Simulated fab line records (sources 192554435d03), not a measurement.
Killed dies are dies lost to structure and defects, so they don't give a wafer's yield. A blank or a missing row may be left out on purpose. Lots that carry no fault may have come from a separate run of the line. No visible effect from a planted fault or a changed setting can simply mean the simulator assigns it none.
3 desks looking at one fault | flow n5 finfet | each desk has only its own numbers; what lay behind them comes last

## THE METROLOGY DESK
What the gauges read for every lot (on any tool): the sampled wafers with a number, averaged. A lot is out of limits, marked OUT, if its mean lies more than 4 standard deviations from the usual mean; the brackets give that distance. Only the readings that lie furthest out on some lot appear, 7 of the 10 it has.
Columns: A = DIBL_N at N5_BEOL_M4_RC_MEAS_101, usual 36.3 mV/V; B = DIBL_P at N5_BEOL_M4_RC_MEAS_101, usual 36.7 mV/V; C = IOFF_P at N5_BEOL_M4_RC_MEAS_101, usual 0.214 nA/um; D = ION_N at N5_BEOL_M4_RC_MEAS_101, usual 673 uA/um; E = ION_P at N5_BEOL_M4_RC_MEAS_101, usual 461 uA/um; F = VT_N at N5_BEOL_M4_RC_MEAS_101, usual 249.4 mV; G = VT_P at N5_BEOL_M4_RC_MEAS_101, usual -250.0 mV
lot  | first seen here | A    | B    | C     | D   | E   | F     | G
L497 | day 7 14:05     | 36.1 | 35.3 | 0.188 | 661 | 453 | 249.7 | -252.7
L500 | day 8 06:36     | 35.7 | 36.3 | 0.190 | 675 | 458 | 249.5 | -251.6
L501 | day 8 20:59     | 36.3 | 36.5 | 0.192 | 664 | 452 | 252.5 | -251.3
L499 | day 9 02:45     | 34.9 | 36.1 | 0.183 | 666 | 455 | 250.5 | -254.1
L504 | day 10 09:23    | 35.5 | 36.5 | 0.214 | 670 | 460 | 250.5 | -248.8
L517 | day 12 22:19    | 38.2 | 37.0 | 0.227 | 670 | 460 | 247.1 | -247.9
L519 | day 13 14:47    | 38.4 | 38.5 | 0.228 | 682 | 465 | 248.2 | -250.1
L520 | day 13 19:11    | 37.0 | 38.8 | 0.229 | 678 | 466 | 249.9 | -250.6
This desk's finding: nothing out of limits on any of the 8 lots.

## THE DEFECT DESK
For each lot, the counts of the inspections along the route, averaged over the sampled wafers that have a number. A lot is out of limits, marked OUT, if its mean lies more than 4 standard deviations from the usual mean; the brackets give that distance.
Columns: A = raw defect count at N5_BEOL_M1_INSPECT_13, usual 396
lot  | first seen here | A
L497 | day 6 01:30     | 260
L500 | day 6 19:40     | 370
L499 | day 6 22:37     | 401
L501 | day 7 00:47     | 290
L504 | day 8 09:01     | 418
L517 | day 11 10:26    | 335
L519 | day 11 19:30    | 367
L520 | day 11 22:05    | 320
This desk's finding: nothing out of limits on any of the 8 lots.

## FOR THE TOOL OWNER'S DESK: rie diel-05
The tool's own readings at N5_BEOL_M1_ETCH_77 (etches underlayer in N2/H2, target depth 6.5 nm, time 5.2 s): means of the sampled wafers that have a number, for each lot that ran on this tool. A lot is out of limits, marked OUT, if its mean lies more than 4 standard deviations from the usual mean; the brackets give that distance.
Columns: A = drypump motor current A at N5_BEOL_M1_ETCH_77, usual 5.8 A; B = etch rf on time s at N5_BEOL_M1_ETCH_77, usual 5.23 s; C = oes product au at N5_BEOL_M1_ETCH_77, usual 0.68 a.u.; D = rf fwd power W at N5_BEOL_M1_ETCH_77, usual 820.0 W; E = rf vpp V at N5_BEOL_M1_ETCH_77, usual 524.3 V; F = showerhead plenum p Torr at N5_BEOL_M1_ETCH_77, usual 2.56 Torr; G = throttle valve pct at N5_BEOL_M1_ETCH_77, usual 17.90 %
lot  | first seen here | A   | B              | C    | D               | E               | F    | G
L497 | day 6 02:26     | 5.5 | 5.18           | 0.65 | 818.4           | 525.7           | 2.58 | 18.19
L500 | day 6 20:37     | 5.7 | 5.28           | 0.60 | 815.2           | 523.4           | 2.48 | 18.16
L501 | day 7 02:11     | 5.6 | 6.53 (+14) OUT | 0.54 | 616.4 (-78) OUT | 572.0 (+16) OUT | 2.48 | 18.10
L504 | day 8 09:58     | 5.6 | 6.52 (+14) OUT | 0.63 | 617.6 (-78) OUT | 574.4 (+17) OUT | 2.56 | 17.96
L519 | day 11 20:49    | 5.6 | 5.18           | 0.72 | 819.1           | 525.8           | 2.57 | 17.87
This desk's verdict: out of limits on L501, L504, starting with L501 at day 7 02:11 (etch rf on time s at N5_BEOL_M1_ETCH_77). L497, L500, L519 stayed within limits.

## BROUGHT TOGETHER
An alarm could have come from the tool owner's desk at day 7 02:11, on L501, L504.
Metrology desk: nothing out of limits seen.
No out-of-limits result turned up at the defect desk.
The metrology desk holds a record of L501, L504, inside its limits.
The defect desk has L501, L504 on record, within its limits.
All the named lots went through N5_BEOL_M1_ETCH_77 on rie diel-05.

## WHAT THE SIMULATOR PUT IN
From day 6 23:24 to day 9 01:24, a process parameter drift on rie diel-05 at N5_BEOL_M1_ETCH_77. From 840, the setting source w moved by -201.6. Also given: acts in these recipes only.
Struck lots among those shown: L501, L504.
How many hours passed from the start of the fault until each desk's first out-of-limits reading: the tool owner's desk, 3.
